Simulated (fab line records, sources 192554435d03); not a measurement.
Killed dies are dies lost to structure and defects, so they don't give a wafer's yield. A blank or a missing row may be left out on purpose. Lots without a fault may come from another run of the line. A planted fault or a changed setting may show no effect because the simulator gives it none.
Which tool did it? | flow n5_finfet | 9 lots, 27 wafers sampled, at 5 steps of a route of 1938

WHAT THE GAUGES READ, wafer by wafer
N5_BEOL_M4_THK_MEAS_53: measures by xrf. Usual: M4_THK 39.5 nm, standard deviation 1.1.
lot  | measured     | on            | M4_THK (nm)    | flag
L549 | day 8 12:34  | film_metro-01 | 39.0 41.4 40.6 |
L551 | day 8 20:04  | film_metro-02 | 37.7 39.7 37.7 |
L552 | day 9 17:55  | film_metro-02 | 40.3 39.1 37.3 |
L553 | day 9 20:44  | film_metro-01 | 37.7 39.7 38.2 |
L554 | day 9 16:05  | film_metro-02 | 40.6 38.8 40.5 |
L556 | day 10 23:37 | film_metro-02 | 39.2 39.0 40.6 |
L561 | day 11 08:51 | film_metro-02 | 41.4 39.2 39.5 |
L565 | day 12 12:20 | film_metro-02 | 39.7 39.5 40.2 |
L567 | day 13 13:55 | film_metro-02 | 39.6 41.1 39.5 |

N5_BEOL_M4_RC_MEAS_101. Usual: DIBL_N 35.9 mV/V, standard deviation 1.3; DIBL_P 35.9 mV/V, standard deviation 1.5; EOT_N 10.51, standard deviation 0.087; EOT_P 10.47, standard deviation 0.08; IGATE_N 0.0127 nA/um, standard deviation 0.0018; IGATE_P 0.0038 nA/um, standard deviation 0.00052; IOFF_N 0.152 nA/um, standard deviation 0.023; IOFF_P 0.204 nA/um, standard deviation 0.027; ION_N 673 uA/um, standard deviation 9.2; ION_P 462 uA/um, standard deviation 6.7; SS_N 71.4 mV/dec, standard deviation 0.48; SS_P 73.2 mV/dec, standard deviation 0.55; VT_N 250.3 mV, standard deviation 2.6; VT_P -250.6 mV, standard deviation 3.
lot  | measured     | on        | DIBL_N (mV/V)  | DIBL_P (mV/V)  | EOT_N             | EOT_P             | IGATE_N (nA/um)      | IGATE_P (nA/um)      | IOFF_N (nA/um)    | IOFF_P (nA/um)    | ION_N (uA/um) | ION_P (uA/um) | SS_N (mV/dec)  | SS_P (mV/dec)  | VT_N (mV)         | VT_P (mV)            | flag
L549 | day 8 12:53  | prober-02 | 35.2 37.0 37.2 | 35.1 38.1 37.3 | 10.58 10.62 10.62 | 10.54 10.57 10.52 | 0.0106 0.0105 0.0107 | 0.0031 0.0030 0.0031 | 0.120 0.155 0.149 | 0.163 0.207 0.193 | 662 671 659   | 455 468 450   | 70.9 71.2 71.6 | 72.3 72.6 73.2 | 255.4 251.9 250.1 | -253.8 -251.8 -251.3 |
L551 | day 8 20:23  | prober-02 | 33.8 33.5 33.9 | 34.7 34.5 35.1 | 10.57 10.49 10.55 | 10.42 10.54 10.56 | 0.0137 0.0133 0.0128 | 0.0041 0.0040 0.0038 | 0.143 0.133 0.139 | 0.199 0.186 0.199 | 667 672 663   | 461 464 464   | 71.0 71.5 70.9 | 72.4 72.5 72.8 | 250.9 250.1 250.9 | -250.0 -250.8 -250.2 |
L552 | day 9 18:23  | prober-02 | 36.5 35.0 36.1 | 37.3 36.3 37.1 | 10.49 10.41 10.52 | 10.43 10.44 10.46 | 0.0168 0.0134 0.0136 | 0.0051 0.0040 0.0041 | 0.167 0.150 0.163 | 0.198 0.182 0.197 | 677 679 680   | 461 452 462   | 70.8 71.0 71.5 | 74.3 73.0 73.2 | 249.8 252.0 248.3 | -253.7 -254.3 -251.2 |
L553 | day 9 21:12  | prober-01 | 36.6 35.3 37.3 | 36.6 34.7 38.1 | 10.51 10.56 10.46 | 10.37 10.51 10.39 | 0.0116 0.0120 0.0141 | 0.0035 0.0035 0.0041 | 0.135 0.122 0.162 | 0.175 0.159 0.214 | 670 676 685   | 456 453 469   | 71.2 70.6 71.8 | 72.8 72.6 73.6 | 253.0 253.1 251.9 | -253.4 -254.0 -250.3 |
L554 | day 9 16:45  | prober-01 | 36.4 37.3 35.5 | 35.8 37.5 35.5 | 10.63 10.62 10.55 | 10.46 10.46 10.47 | 0.0121 0.0115 0.0123 | 0.0036 0.0035 0.0037 | 0.154 0.167 0.135 | 0.200 0.220 0.189 | 679 662 666   | 463 460 463   | 72.0 71.9 71.7 | 73.5 74.8 72.9 | 249.3 248.3 249.8 | -250.5 -250.0 -253.4 |
L556 | day 11 00:04 | prober-02 | 34.9 34.8 34.8 | 35.7 33.9 34.9 | 10.52 10.49 10.43 | 10.46 10.51 10.49 | 0.0131 0.0133 0.0134 | 0.0038 0.0039 0.0039 | 0.133 0.126 0.130 | 0.189 0.161 0.178 | 680 670 668   | 467 454 462   | 71.8 71.0 71.0 | 73.1 73.6 72.1 | 252.7 253.6 253.5 | -250.8 -254.7 -252.7 |
L561 | day 11 09:10 | prober-01 | 34.3 35.1 34.8 | 33.5 33.7 34.6 | 10.42 10.40 10.43 | 10.36 10.37 10.47 | 0.0177 0.0144 0.0139 | 0.0052 0.0043 0.0042 | 0.154 0.163 0.161 | 0.211 0.210 0.225 | 683 681 679   | 472 463 470   | 71.5 71.7 71.2 | 72.7 73.3 74.5 | 248.0 248.1 249.0 | -249.9 -249.2 -248.3 |
L565 | day 12 12:38 | prober-02 | 36.4 40.1 35.2 | 35.7 40.9 34.0 | 11.64 11.82 10.42 | 11.66 11.74 10.26 | 0.0043 0.0034 0.0162 | 0.0012 0.0010 0.0046 | 0.143 0.227 0.140 | 0.212 0.296 0.181 | 642 662 664   | 453 459 458   | 71.8 71.9 71.7 | 72.8 74.8 72.9 | 251.5 247.1 250.1 | -248.4 -245.8 -250.5 | OFF
L567 | day 13 14:14 | prober-02 | 37.1 33.8 35.7 | 39.0 35.6 37.6 | 11.60 10.43 10.54 | 11.54 10.37 10.46 | 0.0040 0.0148 0.0143 | 0.0012 0.0044 0.0042 | 0.180 0.137 0.164 | 0.248 0.187 0.223 | 665 665 681   | 460 466 467   | 72.0 71.2 71.5 | 74.0 73.1 73.5 | 249.6 253.1 249.4 | -246.2 -253.0 -251.9 | OFF

WHICH TOOL RAN EACH LOT (tool, then ch and the chambers of the sampled wafers, then the start)
lot  | N5_DUMMY_GATE_ALD_02             | N5_BEOL_M4_ANNEAL_95         | N5_BEOL_M4_CMP_52
L549 | ald_sin-03 ch 0,1,3, day 2 15:17 | pvd_sputter-02, day 8 11:38  | cmp-03 ch 0,1,3, day 8 12:16
L551 | ald_sin-04 ch 0,2,3, day 3 01:58 | pvd_sputter-02, day 8 19:08  | cmp-03 ch 0,1,3, day 8 19:53
L552 | ald_sin-04 ch 0,3, day 3 07:58   | pvd_sputter-01, day 9 16:59  | cmp-02 ch 0,1, day 9 17:40
L553 | ald_sin-01 ch 2,3, day 3 13:23   | pvd_sputter-03, day 9 19:27  | cmp-03 ch 0,1,3, day 9 20:31
L554 | ald_sin-04 ch 1,2,3, day 3 19:36 | pvd_sputter-01, day 9 15:09  | cmp-01 ch 0,3, day 9 15:49
L556 | ald_sin-01 ch 0,2,3, day 4 07:38 | pvd_sputter-01, day 10 22:41 | cmp-02 ch 0,1,2, day 10 23:21
L561 | ald_sin-01 ch 2,3, day 5 19:41   | pvd_sputter-01, day 11 07:52 | cmp-01 ch 0,1,3, day 11 08:38
L565 | ald_sin-01 ch 1,2, day 6 12:42   | pvd_sputter-01, day 12 11:24 | cmp-02 ch 2,3, day 12 12:02
L567 | ald_sin-01 ch 0,3, day 7 01:31   | pvd_sputter-03, day 13 12:53 | cmp-01 ch 0,2, day 13 13:37
- N5_DUMMY_GATE_ALD_02: deposits SiO2, target thk 2 nm, pulse time 1 s.
- N5_BEOL_M4_ANNEAL_95: time 240 s.
- N5_BEOL_M4_CMP_52: polishes, stops on SiOC, t overpolish 6.8 s, target thk 40 nm.

WHAT THE TOOLS THEMSELVES READ (means of the sampled wafers that have a number; where no wafer has one, the mark that the record gives instead)
N5_DUMMY_GATE_ALD_02. Usual: heater_power_outer_w 265 W, standard deviation 30; heater_power_w 477 W, standard deviation 53; precursor_pulse_height_rel 1.003, standard deviation 0.019.
lot  | tool       | heater_power_outer_w (W) | heater_power_w (W) | precursor_pulse_height_rel | flag
L549 | ald_sin-03 | 251                      | 455                | 1.007                      |
L551 | ald_sin-04 | 268                      | 484                | 1.010                      |
L552 | ald_sin-04 | 261                      | 492                | 1.003                      |
L553 | ald_sin-01 | 256                      | 446                | 1.011                      |
L554 | ald_sin-04 | 278                      | 493                | 1.004                      |
L556 | ald_sin-01 | 262                      | 432                | 1.004                      |
L561 | ald_sin-01 | 255                      | 445                | 1.011                      |
L565 | ald_sin-01 | 270                      | 483                | 0.995                      |
L567 | ald_sin-01 | 257                      | 438                | 1.022                      |

N5_BEOL_M4_ANNEAL_95. Usual: heater_power_w 814 W, standard deviation 78.
lot  | tool           | heater_power_w (W) | flag
L549 | pvd_sputter-02 | 895                |
L551 | pvd_sputter-02 | 763                |
L552 | pvd_sputter-01 | 797                |
L553 | pvd_sputter-03 | 784                |
L554 | pvd_sputter-01 | 808                |
L556 | pvd_sputter-01 | 798                |
L561 | pvd_sputter-01 | 765                |
L565 | pvd_sputter-01 | 835                |
L567 | pvd_sputter-03 | 748                |

N5_BEOL_M4_CMP_52. Usual: barrier_field_endpoint_s 24.8 s, standard deviation 0.55; edge_zone_pressure_frac 1.000, standard deviation 0.0055; motor_current_A 6.0 A, standard deviation 0.52; overpolish_run_s 6.801 s, standard deviation 0.0092; time_to_endpoint_s 62.4 s, standard deviation 2.6.
lot  | tool   | barrier_field_endpoint_s (s) | edge_zone_pressure_frac | motor_current_A (A) | overpolish_run_s (s) | time_to_endpoint_s (s) | flag
L549 | cmp-03 | 24.1                         | 0.994                   | 6.3                 | 6.798                | 61.7                   |
L551 | cmp-03 | 24.7                         | 0.998                   | 6.0                 | 6.800                | 61.0                   |
L552 | cmp-02 | 24.2                         | 0.996                   | 5.5                 | 6.806                | 62.7                   |
L553 | cmp-03 | 24.7                         | 1.001                   | 6.2                 | 6.801                | 60.9                   |
L554 | cmp-01 | 25.3                         | 1.004                   | 5.5                 | 6.807                | 64.0                   |
L556 | cmp-02 | 24.7                         | 0.998                   | 5.8                 | 6.803                | 63.2                   |
L561 | cmp-01 | 24.9                         | 1.002                   | 6.0                 | 6.806                | 62.0                   |
L565 | cmp-02 | 25.1                         | 1.002                   | 6.0                 | 6.804                | 63.5                   |
L567 | cmp-01 | 25.7                         | 1.001                   | 5.9                 | 6.804                | 66.3                   |

THE ANSWER, worked out from the rows above alone
Rule: a lot is off if the mean of its wafers that have a number lies more than 3 standard deviations from the usual mean. A lot without any number at a reading at which 4 lots or more have one is off too. The other lots that the step has rows for count as sound. The gauges are gone through in route order, then the tools' own readings, and for those a lot's mean is taken as printed above. The first step at which some lot is off is used, and at that step the reading that is off furthest; a lot without a number counts as furthest.
Off: L565, L567, at N5_BEOL_M4_RC_MEAS_101 (EOT_P).
A tool fits if, at a process step before that reading, it ran every lot that is off, and no sound lot after the first of them. The gauges at N5_BEOL_M4_RC_MEAS_101 are tried like those tools. Can't be told from this: 2 tools fit, ald_sin-01 at N5_DUMMY_GATE_ALD_02, prober-02 at N5_BEOL_M4_RC_MEAS_101.

WHAT THE SIMULATOR HAD PUT IN
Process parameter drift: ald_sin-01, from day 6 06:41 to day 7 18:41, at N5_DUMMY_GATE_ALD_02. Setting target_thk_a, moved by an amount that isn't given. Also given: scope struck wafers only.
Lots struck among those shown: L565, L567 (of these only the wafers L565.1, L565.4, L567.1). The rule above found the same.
